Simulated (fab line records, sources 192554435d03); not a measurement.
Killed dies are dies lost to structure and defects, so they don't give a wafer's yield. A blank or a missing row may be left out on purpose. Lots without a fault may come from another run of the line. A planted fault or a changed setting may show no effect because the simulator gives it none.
Which tool did it? | flow n5_finfet | 23 lots, 69 wafers sampled, at 3 steps of a route of 1938

WHAT THE GAUGES READ, wafer by wafer
N5_BEOL_M0_SAQP_OVL_MEAS_41.
lot  | measured     | on         | M0_CUT1_OVL (nm)
L074 | day 5 18:34  | overlay-01 | -2.9 -2.2 -2.2
L075 | day 5 23:19  | overlay-02 | 0.5 -0.2 -0.3
L076 | day 6 08:20  | overlay-02 | 0.0 0.3 1.2
L077 | day 6 12:55  | overlay-01 | -0.6 -0.7 -0.4
L079 | day 7 01:35  | overlay-01 | -0.5 -1.0 0.6
L078 | day 7 02:05  | overlay-01 | 0.4 -0.3 0.8
L080 | day 7 05:57  | overlay-02 | -0.8 -1.0 -0.6
L081 | day 7 08:43  | overlay-01 | -0.8 -0.2 -1.3
L082 | day 8 01:38  | overlay-01 | 0.3 -0.3 0.0
L083 | day 8 05:39  | overlay-01 | 0.3 1.4 0.2
L084 | day 8 10:16  | overlay-02 | -1.0 -0.2 0.0
L085 | day 8 21:40  | overlay-02 | -1.0 -0.9 -0.6
L086 | day 9 00:59  | overlay-02 | 0.4 -0.5 -0.3
L087 | day 9 03:58  | overlay-01 | -0.2 -0.6 -1.6
L088 | day 9 07:04  | overlay-02 | 0.0 -0.8 -0.6
L089 | day 9 12:57  | overlay-01 | -1.2 0.0 -0.1
L090 | day 9 15:03  | overlay-02 | -0.8 -1.6 -1.2
L091 | day 9 23:22  | overlay-01 | -1.0 -0.1 -1.0
L092 | day 10 02:44 | overlay-02 | -0.2 -1.3 -1.2
L093 | day 10 15:44 | overlay-01 | -0.2 -0.9 -0.7
L094 | day 10 17:00 | overlay-02 | -1.0 -0.1 -0.9
L095 | day 11 04:24 | overlay-02 | 0.1 -1.0 -0.5
L097 | day 11 16:06 | overlay-01 | 0.3 1.4 0.7

WHICH TOOL RAN EACH LOT (tool, then ch and the chambers of the sampled wafers, then the start)
lot  | N5_BEOL_M0_SAQP_PECVD_96        | N5_BEOL_M0_SAQP_PECVD_97
L074 | pecvd-02 ch 0,1,2, day 5 14:01  | pecvd-02 ch 0,1,2, day 5 14:04
L075 | pecvd-02 ch 0,1,2, day 5 18:21  | pecvd-02 ch 0,1,2, day 5 18:24
L076 | pecvd-01 ch 0,1,2, day 6 03:41  | pecvd-01 ch 0,1,2, day 6 03:44
L077 | pecvd-02 ch 0,1, day 6 07:53    | pecvd-02 ch 0,1, day 6 07:56
L079 | pecvd-03 ch 1,2, day 6 20:31    | pecvd-03 ch 1,2, day 6 20:34
L078 | pecvd-02 ch 0,1,2, day 6 21:23  | pecvd-02 ch 0,1,2, day 6 21:26
L080 | pecvd-01 ch 0,1, day 7 00:42    | pecvd-01 ch 0,1, day 7 00:45
L081 | pecvd-03 ch 1,2, day 7 04:18    | pecvd-03 ch 1,2, day 7 04:21
L082 | pecvd-01 ch 1,2, day 7 20:22    | pecvd-01 ch 1,2, day 7 20:25
L083 | pecvd-03 ch 0,1,2, day 8 01:19  | pecvd-03 ch 0,1,2, day 8 01:22
L084 | pecvd-03 ch 0,1,2, day 8 05:07  | pecvd-03 ch 0,1,2, day 8 05:10
L085 | pecvd-01 ch 0,1,2, day 8 16:21  | pecvd-01 ch 0,1,2, day 8 16:23
L086 | pecvd-03 ch 0,1, day 8 20:08    | pecvd-03 ch 0,1, day 8 20:13
L087 | pecvd-03 ch 0,1, day 8 23:00    | pecvd-03 ch 0,1, day 8 23:04
L088 | pecvd-01 ch 0,1,2, day 9 02:14  | pecvd-01 ch 0,1,2, day 9 02:16
L089 | pecvd-01 ch 1,2, day 9 05:51    | pecvd-01 ch 1,2, day 9 05:54
L090 | pecvd-01 ch 0,1, day 9 09:37    | pecvd-01 ch 0,1, day 9 09:39
L091 | pecvd-02 ch 0,2, day 9 18:34    | pecvd-02 ch 0,2, day 9 18:36
L092 | pecvd-02 ch 0,2, day 9 21:34    | pecvd-02 ch 0,2, day 9 21:37
L093 | pecvd-01 ch 0,1,2, day 10 08:02 | pecvd-01 ch 0,1,2, day 10 08:04
L094 | pecvd-03 ch 1,2, day 10 11:04   | pecvd-03 ch 1,2, day 10 11:07
L095 | pecvd-03 ch 0,1, day 10 21:53   | pecvd-03 ch 0,1, day 10 21:56
L097 | pecvd-01 ch 0,2, day 11 11:37   | pecvd-01 ch 0,2, day 11 11:40
- N5_BEOL_M0_SAQP_PECVD_96: deposits a-Si from SiH4/He, target thk 45 nm, time 45.2 s.
- N5_BEOL_M0_SAQP_PECVD_97: deposits SiNx from SiH4/NH3/N2, target thk 23 nm, time 19.9 s.

WHAT THE TOOLS THEMSELVES READ (means of the sampled wafers that have a number; where no wafer has one, the mark that the record gives instead)
N5_BEOL_M0_SAQP_PECVD_96.
lot  | tool     | heater_power_w (W) | rf_fwd_power_W (W) | showerhead_plenum_p_Torr (Torr) | throttle_valve_pct (%)
L074 | pecvd-02 | 586                | 99.0               | 5.675                           | 17.6
L075 | pecvd-02 | 626                | 99.1               | 5.674                           | 17.7
L076 | pecvd-01 | 589                | 99.2               | 5.677                           | 18.1
L077 | pecvd-02 | 683                | 99.3               | 5.672                           | 18.2
L079 | pecvd-03 | 620                | 99.2               | 5.673                           | 19.5
L078 | pecvd-02 | 632                | 99.4               | 5.679                           | 17.6
L080 | pecvd-01 | 581                | 99.4               | 5.682                           | 19.2
L081 | pecvd-03 | 685                | 99.3               | 5.662                           | 18.8
L082 | pecvd-01 | 619                | 99.0               | 5.667                           | 17.2
L083 | pecvd-03 | 612                | 98.8               | 5.672                           | 19.0
L084 | pecvd-03 | 630                | 99.1               | 5.673                           | 19.3
L085 | pecvd-01 | 582                | 99.3               | 5.684                           | 18.2
L086 | pecvd-03 | 536                | 99.2               | 5.673                           | 19.8
L087 | pecvd-03 | 564                | 98.9               | 5.671                           | 19.9
L088 | pecvd-01 | 581                | 98.9               | 5.684                           | 18.3
L089 | pecvd-01 | 577                | 99.3               | 5.689                           | 17.1
L090 | pecvd-01 | 540                | 99.3               | 5.680                           | 19.1
L091 | pecvd-02 | 544                | 99.4               | 5.684                           | 17.0
L092 | pecvd-02 | 532                | 99.2               | 5.680                           | 17.1
L093 | pecvd-01 | 600                | 99.5               | 5.689                           | 18.3
L094 | pecvd-03 | 588                | 99.6               | 5.671                           | 19.5
L095 | pecvd-03 | 543                | 99.2               | 5.682                           | 19.6
L097 | pecvd-01 | 602                | 99.3               | 5.683                           | 17.3

N5_BEOL_M0_SAQP_PECVD_97.
lot  | tool     | heater_power_w (W) | rf_fwd_power_W (W) | showerhead_plenum_p_Torr (Torr) | throttle_valve_pct (%)
L074 | pecvd-02 | 544                | 297.2              | 5.147                           | 38.5
L075 | pecvd-02 | 561                | 295.5              | 5.159                           | 38.4
L076 | pecvd-01 | 525                | 297.3              | 5.164                           | 39.8
L077 | pecvd-02 | 615                | 296.9              | 5.143                           | 39.8
L079 | pecvd-03 | 556                | 297.2              | 5.141                           | 42.7
L078 | pecvd-02 | 553                | 296.1              | 5.152                           | 38.5
L080 | pecvd-01 | 521                | 297.3              | 5.169                           | 42.1
L081 | pecvd-03 | 647                | 297.6              | 5.145                           | 41.0
L082 | pecvd-01 | 496                | 296.7              | 5.159                           | 37.5
L083 | pecvd-03 | 550                | 296.5              | 5.149                           | 42.5
L084 | pecvd-03 | 542                | 296.1              | 5.152                           | 42.4
L085 | pecvd-01 | 517                | 296.7              | 5.158                           | 39.8
L086 | pecvd-03 | 451                | 297.3              | 5.144                           | 43.1
L087 | pecvd-03 | 484                | 296.2              | 5.142                           | 43.7
L088 | pecvd-01 | 492                | 297.3              | 5.159                           | 39.7
L089 | pecvd-01 | 490                | 297.1              | 5.159                           | 37.3
L090 | pecvd-01 | 489                | 297.4              | 5.156                           | 42.2
L091 | pecvd-02 | 452                | 296.5              | 5.178                           | 37.5
L092 | pecvd-02 | 508                | 297.3              | 5.163                           | 37.5
L093 | pecvd-01 | 525                | 296.2              | 5.167                           | 40.0
L094 | pecvd-03 | 541                | 298.1              | 5.140                           | 42.9
L095 | pecvd-03 | 458                | 297.8              | 5.143                           | 43.3
L097 | pecvd-01 | 551                | 297.3              | 5.164                           | 38.0

THE ANSWER, worked out from the rows above alone
Rule: what is usual is taken from the lots themselves. Put in order of their means at a reading, lots are off if they are a third of the lots or fewer, leave a main group of 4 or more, and stand apart from it by a gap of 3 or more times the standard deviation of the main group's means; of several such gaps the widest counts. A main group whose means are all the same, to the digits that the tables above print for the reading, isn't used. A lot without any number at a reading at which 4 lots or more have one is off too. The other lots that the step has rows for count as sound. The gauges are gone through in route order, then the tools' own readings, and for those a lot's mean is taken as printed above. The first step at which some lot is off is used, and at that step the reading that is off furthest; a lot without a number counts as furthest.
No lot is off at any reading shown: from this, nothing can be told.

WHAT THE SIMULATOR HAD PUT IN
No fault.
